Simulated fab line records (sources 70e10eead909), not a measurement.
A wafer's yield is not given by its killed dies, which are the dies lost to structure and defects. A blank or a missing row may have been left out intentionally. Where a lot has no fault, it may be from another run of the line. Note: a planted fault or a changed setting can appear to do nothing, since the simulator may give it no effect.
fab line records	flow nandHarc	part 1 of 2: steps 1 to 3 of 6
record lots=24	wafers=72	lastDay=33
route steps=1302 shown A_SGD_CUT@910 A_SLIT@934 A_WL_FILL@967 A_CONTACT@998
lots untouched by any fault: they come from a run of this same line in which no faults occurred
startH: start of the lot's first displayed wafer, in hours after the record's first day	waitH: how many hours have passed since the lot's step before this one	" as in the row above	L1.1+2: a single row standing in for several wafers	- either no value or no given start	* or withheld: withheld	< > ~ a bound
route shown NAME@n: NAME is a module with steps in the file, n the number in the route of the first one	usual: mean and standard deviation over wafers with no fault	same: alike in all rows	chamber/n: place in a boat	sites: readings site by site	_std_site: the values' standard deviation	_edge_site: the outer-site mean with the inner-site mean subtracted	radiusMm: for every site, how far away it sits from the centre of the wafer	mask NAME#n: copy n	behind: the last tool/chamber to shape the wafer	hold: the reason the lot was held/the length of the hold in hours/how it ended	device: which transistor (n, p or np) failed to switch	end of line: the same wafers' tests at the end of the route	for a step that has no rows: nothing shown but its recipe	killed: dies lost to structure and defects at the first sort, not the wafer's yield	map: a wafer's dies, marking killed ones x, the rest . and places with no die _
set.NAME: the setting as run; set.NAME@STEP: as run at that earlier step	model.NAME: the simulator's own value behind a step, which no gauge read
a sample of lots followed through the steps of the route, with each step as a table and each wafer as a row
services: the hour from which a tool's chamber was out of use, counted from the record's first day as startH (under 0 if before that day), plus the number of hours and why
## steps
# step NHARC_A_SGD_CUT_STRIP_17
# recipe o2FlowSccm=500	arFlowSccm=0	biasW=0	chemistry=O2
# usual drypumpMotorCurrentA=5.9/0.39	mfcArSccm=0.005/0.0076	oesProductAu=1.003/0.0094	rfVppV=57.8/0.96	showerheadPlenumPTorr=3.55/0.14	throttleValvePct=17.036/0.0088
lot.wafer	tool	chamber	startH	waitH	drypumpMotorCurrentA	mfcArSccm	oesProductAu	rfHoursCounterH	rfVppV	showerheadPlenumPTorr	throttleValvePct
L075.1	rieDiel-06	2	-	-	6.6	0	0.993	7	57.3	3.52	17.044
L075.6	"	0	"	"	5.7	0	0.995	-	58.7	3.58	17.041
L075.5	"	1	"	"	5.5	0	0.974	-	59.4	3.68	17.036
L074.4	rieDiel-08	2	-	-	5.6	0	1.008	6	57.7	3.49	17.031
L074.1	"	0	"	"	5.5	0	1.007	6	56.4	3.31	17.037
L074.5	"	2	"	"	5.6	0	1.004	-	58.0	3.49	17.029
L076.4	rieDiel-08	3	-	-	6.3	0.021	1.008	6	57.3	3.76	17.026
L076.2	"	0	"	"	5.5	0	1.010	7	56.6	3.31	17.036
L076.3	"	2	"	"	5.6	0	1.007	7	57.8	3.49	17.054
L078.1	rieDiel-08	2	-	-	5.6	0	1.002	9	59.0	3.49	17.029
L078.3	"	3	"	"	6.3	0.021	1.001	9	59.3	3.76	17.032
L078.5	"	1	"	"	6.2	0	1.003	-	58.1	3.40	17.044
L077.2	rieDiel-10	0	-	-	5.3	0.006	1.020	2	57.9	3.72	17.038
L077.5	"	1	"	"	6.2	0.008	1.007	-	58.6	3.59	17.038
L077.6	"	2	"	"	5.9	0	0.994	-	57.5	3.32	17.039
L079.3	rieDiel-10	2	-	-	6.0	0	1.003	3	58.2	3.32	17.057
L079.5	"	2	"	"	6.0	0	0.996	-	57.4	3.32	17.039
L079.6	"	3	"	"	5.9	0.002	0.998	-	58.6	3.60	17.034
L081.1	rieDiel-08	1	-	-	6.2	0	1.000	12	57.5	3.40	17.032
L081.2	"	2	"	"	5.6	0	0.994	11	57.7	3.49	17.036
L081.3	"	3	"	"	6.4	0.021	0.989	11	57.1	3.76	17.033
L080.4	rieDiel-08	1	-	-	6.2	0	0.999	13	57.7	3.40	17.032
L080.6	"	1	"	"	6.2	0	1.010	-	56.7	3.39	17.033
L080.5	"	2	"	"	5.6	0	0.997	-	57.1	3.49	17.029
L082.4	rieDiel-10	3	-	-	5.9	0.002	1.015	4	58.9	3.60	17.035
L082.3	"	1	"	"	6.3	0.008	1.031	4	57.2	3.59	17.027
L082.5	"	3	"	"	5.9	0.002	1.007	-	56.5	3.60	17.032
L083.1	rieDiel-08	3	-	-	6.3	0.021	1.000	13	57.8	3.76	17.037
L083.4	"	1	"	"	6.2	0	1.001	14	58.7	3.39	17.032
L083.6	"	3	"	"	6.3	0.021	0.994	-	59.1	3.76	17.031
L084.2	rieDiel-06	1	-	-	5.5	0	0.993	3	58.5	3.67	17.042
L084.3	"	0	"	"	5.7	0	1.025	3	55.7	3.58	17.023
L084.6	"	2	"	"	6.8	0	1.010	-	57.5	3.52	17.038
L087.2	rieDiel-10	1	-	-	6.3	0.008	1.005	6	57.7	3.59	17.053
L087.4	"	2	"	"	6.0	0	0.994	6	56.7	3.32	17.027
L087.5	"	0	"	"	5.3	0.006	1.006	-	56.3	3.72	17.019
L086.1	rieDiel-06	2	-	-	6.8	0	1.012	5	58.3	3.52	17.030
L086.4	"	0	"	"	5.8	0	1.007	4	57.8	3.58	17.034
L086.6	"	1	"	"	5.6	0	0.987	-	59.2	3.67	17.042
L085.4	rieDiel-10	1	-	-	6.2	0.008	1.010	6	58.6	3.59	17.043
L085.2	"	2	"	"	6.0	0	1.003	6	57.1	3.32	17.030
L085.3	"	3	"	"	5.9	0.002	1.008	6	58.2	3.60	17.046
L089.4	rieDiel-10	1	-	-	6.2	0.008	1.016	7	56.8	3.59	17.049
L089.3	"	3	"	"	5.9	0.002	1.027	7	56.9	3.60	17.034
L089.5	"	0	"	"	5.4	0.006	1.007	-	57.3	3.72	17.037
L088.2	rieDiel-06	2	-	-	6.7	0	0.989	6	57.4	3.52	17.046
L088.3	"	0	"	"	5.7	0	1.011	7	57.1	3.58	17.016
L088.5	"	2	"	"	6.6	0	1.001	-	57.9	3.52	17.018
L090.3	rieDiel-08	3	-	-	6.3	0.021	0.985	4	57.3	3.75	17.041
L090.1	"	1	"	"	6.2	0	1.004	4	56.6	3.39	17.021
L090.6	"	2	"	"	5.6	0	0.997	-	55.9	3.49	17.025
L091.1	rieDiel-06	0	-	-	5.7	0	1.014	7	58.2	3.58	17.041
L091.4	"	1	"	"	5.6	0	1.008	7	59.0	3.67	17.045
L091.3	"	2	"	"	6.7	0	1.005	7	57.7	3.52	17.035
L092.1	rieDiel-10	0	-	-	5.3	0.006	1.010	1	58.8	3.72	17.040
L092.2	"	1	"	"	6.3	0.008	1.003	1	57.4	3.59	17.027
L092.5	"	1	"	"	6.3	0.008	1.005	-	59.5	3.59	17.028
L094.4	rieDiel-08	0	-	-	5.5	0	1.018	7	57.0	3.30	17.051
L094.1	"	2	"	"	5.6	0	0.997	7	59.0	3.48	17.031
L094.5	"	1	"	"	6.2	0	0.999	-	57.0	3.39	17.044
L093.3	rieDiel-06	3	-	-	6.1	0.021	1.002	9	58.9	3.63	17.048
L093.6	"	2	"	"	6.7	0	0.996	-	57.6	3.52	17.049
L093.5	"	3	"	"	6.1	0.021	1.005	-	58.1	3.63	17.030
L095.2	rieDiel-08	3	-	-	6.3	0.021	0.991	10	58.3	3.75	17.019
L095.5	"	2	"	"	5.6	0	1.000	-	57.5	3.48	17.033
L095.6	"	3	"	"	6.3	0.021	0.999	-	57.1	3.75	17.039
L096.1	rieDiel-06	3	-	-	6.1	0.021	1.004	10	57.8	3.63	17.052
L096.5	"	0	"	"	5.7	0	1.010	-	59.0	3.58	17.033
L096.6	"	1	"	"	5.5	0	0.979	-	57.5	3.67	17.027
L097.4	rieDiel-10	0	-	-	5.3	0.006	1.009	4	58.2	3.72	17.044
L097.1	"	3	"	"	5.9	0.002	1.001	3	58.8	3.60	17.042
L097.5	"	0	"	"	5.3	0.006	1.006	-	57.1	3.72	17.046
# step NHARC_A_SLIT_OVL_MEAS_10
# usual overlayXNm=0.0/0.76	overlayYNm=0.0/0.59
lot.wafer	tool	chamber	startH	waitH	overlayXNm	overlayYNm
L075.1	overlay-01	-	445.01	-	-0.5	0.2
L075.5	"	-	"	"	0.0	0.3
L075.6	"	-	"	"	0.2	0.2
L074.1	overlay-02	-	447.05	-	-0.6	0.2
L074.4	"	-	"	"	-1.5	0.5
L074.5	"	-	"	"	-1.1	0.7
L076.2	overlay-01	-	461.62	-	-0.3	0.9
L076.3	"	-	"	"	0.0	0.0
L076.4	"	-	"	"	-0.3	0.0
L077.2	overlay-01	-	493.83	-	-0.9	-0.8
L077.5	"	-	"	"	-0.9	-0.8
L077.6	"	-	"	"	-1.0	-0.6
L078.1	overlay-01	-	494.53	-	-0.9	-1.4
L078.3	"	-	"	"	-0.3	-1.7
L078.5	"	-	"	"	-1.5	-1.2
L079.3	overlay-02	-	503.17	-	-0.8	0.6
L079.5	"	-	"	"	-0.4	0.3
L079.6	"	-	"	"	-0.8	-0.4
L081.1	overlay-01	-	521.84	-	0.3	0.3
L081.2	"	-	"	"	0.4	0.5
L081.3	"	-	"	"	-0.4	0.7
L080.4	overlay-01	-	534.77	-	0.1	-0.9
L080.5	"	-	"	"	0.4	-1.2
L080.6	"	-	"	"	0.5	-1.3
L082.3	overlay-02	-	534.92	-	0.7	1.0
L082.4	"	-	"	"	0.9	0.2
L082.5	"	-	"	"	0.4	0.8
L083.1	overlay-02	-	540.11	-	1.3	0.4
L083.4	"	-	"	"	1.2	0.2
L083.6	"	-	"	"	1.3	0.8
L084.2	overlay-02	-	550.46	-	-0.3	-0.4
L084.3	"	-	"	"	0.3	-0.3
L084.6	"	-	"	"	-0.2	-0.2
L087.2	overlay-02	-	562.88	-	-0.5	1.2
L087.4	"	-	"	"	-0.5	0.3
L087.5	"	-	"	"	-0.5	0.4
L086.1	overlay-01	-	563.26	-	1.2	1.1
L086.4	"	-	"	"	1.3	0.2
L086.6	"	-	"	"	1.3	0.5
L085.2	overlay-01	-	570.75	-	-1.3	-0.3
L085.3	"	-	"	"	-1.4	-0.1
L085.4	"	-	"	"	-1.2	0.2
L089.3	overlay-02	-	607.47	-	0.1	-0.1
L089.4	"	-	"	"	0.4	-0.5
L089.5	"	-	"	"	0.1	0.3
L090.1	overlay-02	-	607.87	-	-0.4	0.8
L090.3	"	-	"	"	0.7	0.4
L090.6	"	-	"	"	-0.3	0.5
L091.1	overlay-02	-	608.06	-	0.2	-0.6
L091.3	"	-	"	"	0.0	-0.7
L091.4	"	-	"	"	0.6	-0.3
L088.2	overlay-02	-	611.21	-	1.2	0.3
L088.3	"	-	"	"	0.7	0.5
L088.5	"	-	"	"	0.5	0.5
L094.1	overlay-01	-	638.70	-	-0.2	0.2
L094.4	"	-	"	"	-0.6	0.2
L094.5	"	-	"	"	-1.0	0.1
L092.1	overlay-02	-	638.86	-	-0.2	-0.5
L092.2	"	-	"	"	0.4	-0.4
L092.5	"	-	"	"	0.4	-0.4
L093.3	overlay-01	-	662.32	-	-0.3	0.0
L093.5	"	-	"	"	-1.4	0.1
L093.6	"	-	"	"	-0.6	-0.2
L095.2	overlay-02	-	671.11	-	0.8	-0.3
L095.5	"	-	"	"	1.0	0.3
L095.6	"	-	"	"	0.8	0.4
L096.1	overlay-01	-	673.01	-	0.1	-0.1
L096.5	"	-	"	"	0.4	-0.4
L096.6	"	-	"	"	0.2	0.0
L097.1	overlay-02	-	680.77	-	0.0	-1.0
L097.4	"	-	"	"	0.9	-0.6
L097.5	"	-	"	"	-0.4	-0.5
# step NHARC_A_SLIT_ETCH_29
# recipe targetDepthA=1000	overetchA=100	timeS=55	ionEnergyEv=100	cf4FlowSccm=80	o2FlowSccm=20	arFlowSccm=0	rfW=300	biasW=100	chemistry=CF4/O2
# usual drypumpMotorCurrentA=5.9/0.51	mfcArSccm=0.002/0.0047	oesProductAu=0.998/0.0096	rfVppV=197.7/1.3	showerheadPlenumPTorr=1.33/0.05	throttleValvePct=13.397/0.01
lot.wafer	tool	chamber	startH	waitH	drypumpMotorCurrentA	mfcArSccm	oesProductAu	rfHoursCounterH	rfVppV	showerheadPlenumPTorr	throttleValvePct
L075.1	rieDiel-13	1	451.58	0.1	5.5	0	0.987	6	198.2	1.39	13.399
L075.6	"	2	"	"	5.5	0	0.989	-	199.3	1.39	13.395
L075.5	"	3	"	"	5.1	0	0.991	-	198.2	1.37	13.391
L074.1	rieDiel-09	3	455.27	0.1	6.3	0.017	1.016	8	196.2	1.29	13.391
L074.4	"	0	"	"	6.3	0	0.991	6	197.3	1.28	13.390
L074.5	"	3	"	"	6.3	0.017	1.002	-	196.6	1.29	13.396
L076.3	rieDiel-13	2	468.53	0.1	5.5	0	0.993	7	200.0	1.39	13.397
L076.2	"	3	"	"	5.1	0	0.975	8	197.3	1.37	13.379
L076.4	"	0	"	"	6.1	0	1.000	7	197.0	1.30	13.405
L077.2	rieDiel-13	3	499.77	0.1	5.1	0	0.990	9	198.1	1.37	13.394
L077.5	"	2	"	"	5.5	0	0.990	-	199.7	1.39	13.398
L077.6	"	3	"	"	5.1	0	0.992	-	197.0	1.37	13.397
L078.1	rieDiel-13	2	500.68	0.1	5.5	0	0.988	8	200.0	1.39	13.404
L078.3	"	3	"	"	5.1	0	0.986	10	199.1	1.37	13.439
L078.5	"	2	"	"	5.5	0	0.987	-	199.3	1.39	13.383
L079.3	rieDiel-09	0	509.33	0.1	6.4	0	1.011	0	196.4	1.28	13.401
L079.6	"	1	"	"	6.2	0.001	1.006	-	197.7	1.37	13.406
L079.5	"	2	"	"	6.2	0	0.998	-	198.0	1.35	13.394
L081.3	rieDiel-02	1	527.79	0.1	4.9	0	1.012	10	197.2	1.30	13.401
L081.2	"	3	"	"	5.5	0	1.005	7	196.2	1.27	13.418
L081.1	"	0	"	"	6.6	0	0.992	10	197.1	1.28	13.388
L082.3	rieDiel-13	0	540.83	0.1	6.2	0	0.986	1	197.7	1.30	13.420
L082.4	"	1	"	"	5.4	0	0.994	0	197.5	1.39	13.394
L082.5	"	0	"	"	6.2	0	0.989	-	195.0	1.30	13.397
L080.4	rieDiel-09	3	544.48	0.1	6.2	0.017	1.009	4	197.4	1.29	13.391
L080.5	"	1	"	"	6.2	0.001	1.005	-	198.1	1.37	13.403
L080.6	"	2	"	"	6.1	0	0.996	-	198.4	1.35	13.394
L083.1	rieDiel-02	0	548.84	0.1	6.6	0	0.984	12	196.3	1.28	13.398
L083.4	"	0	"	"	6.6	0	0.988	-	196.0	1.28	13.408
L083.6	"	1	"	"	4.9	0	1.008	-	196.8	1.29	13.402
L084.2	rieDiel-13	0	556.63	0.1	6.1	0	0.983	3	196.8	1.30	13.380
L084.3	"	2	"	"	5.5	0	0.991	3	199.1	1.39	13.398
L084.6	"	0	"	"	6.2	0	0.990	-	197.7	1.30	13.397
L087.2	rieDiel-02	0	568.72	0.1	6.6	0	0.992	14	198.2	1.28	13.379
L087.4	"	1	"	"	4.9	0	1.002	14	197.7	1.29	13.389
L087.5	"	0	"	"	6.5	0	0.997	-	197.8	1.28	13.400
L086.4	rieDiel-09	1	569.47	0.1	6.2	0.001	1.015	5	198.6	1.37	13.402
L086.1	"	3	"	"	6.3	0.017	1.017	5	197.4	1.29	13.402
L086.6	"	1	"	"	6.2	0.001	1.009	-	199.4	1.37	13.392
L085.3	rieDiel-09	2	576.66	0.1	6.1	0	0.999	6	198.5	1.35	13.409
L085.4	"	0	"	"	6.3	0	1.009	6	196.5	1.28	13.381
L085.2	"	1	"	"	6.2	0.001	0.997	6	199.1	1.37	13.381
L089.3	rieDiel-13	3	613.42	0.1	5.1	0	1.004	5	197.0	1.37	13.390
L089.4	"	3	"	"	5.1	0	0.999	-	197.0	1.37	13.406
L089.5	"	0	"	"	6.1	0	0.995	-	197.2	1.30	13.379
L090.3	rieDiel-09	1	613.97	0.1	6.2	0.001	0.996	8	198.8	1.37	13.396
L090.1	"	3	"	"	6.3	0.017	0.990	8	196.1	1.29	13.392
L090.6	"	0	"	"	6.4	0	1.001	-	197.0	1.27	13.391
L091.1	rieDiel-02	3	617.16	0.1	5.5	0	1.010	2	198.1	1.27	13.407
L091.4	"	1	"	"	4.9	0	0.991	1	197.5	1.29	13.383
L091.3	"	2	"	"	6.2	0	1.019	1	199.9	1.42	13.398
L088.2	rieDiel-09	2	617.77	0.1	6.1	0	1.009	8	197.2	1.35	13.403
L088.3	"	0	"	"	6.3	0	1.002	9	195.7	1.27	13.411
L088.5	"	3	"	"	6.3	0.017	1.006	-	197.8	1.29	13.397
L094.4	rieDiel-09	0	644.87	0.1	6.3	0	0.996	9	196.3	1.27	13.402
L094.1	"	2	"	"	6.1	0	1.008	9	198.1	1.35	13.384
L094.5	"	0	"	"	6.3	0	1.001	-	196.8	1.27	13.388
L092.2	rieDiel-02	1	645.51	0.1	4.9	0	0.993	3	197.2	1.29	13.393
L092.1	"	2	"	"	6.2	0	1.003	3	199.6	1.42	13.394
L092.5	"	1	"	"	4.9	0	0.991	-	198.1	1.29	13.392
L093.3	rieDiel-02	2	668.92	0.1	6.2	0	0.987	4	199.6	1.42	13.406
L093.5	"	2	"	"	6.2	0	1.002	-	199.7	1.42	13.398
L093.6	"	3	"	"	5.4	0	0.994	-	196.0	1.27	13.394
L095.2	rieDiel-13	3	676.95	0.1	5.1	0	0.994	9	197.0	1.37	13.399
L095.6	"	0	"	"	6.1	0	0.987	-	195.4	1.30	13.387
L095.5	"	1	"	"	5.5	0	0.980	-	200.2	1.38	13.392
L096.1	rieDiel-02	0	678.92	0.1	6.6	0	0.996	6	196.1	1.28	13.418
L096.5	"	1	"	"	4.9	0	0.989	-	196.2	1.29	13.398
L096.6	"	2	"	"	6.2	0	1.009	-	201.2	1.42	13.387
L097.4	rieDiel-09	3	686.64	0.1	6.3	0.017	0.997	0	196.6	1.29	13.392
L097.1	"	1	"	"	6.2	0.001	1.011	0	198.3	1.37	13.397
L097.5	"	2	"	"	6.1	0	1.005	-	199.5	1.35	13.408
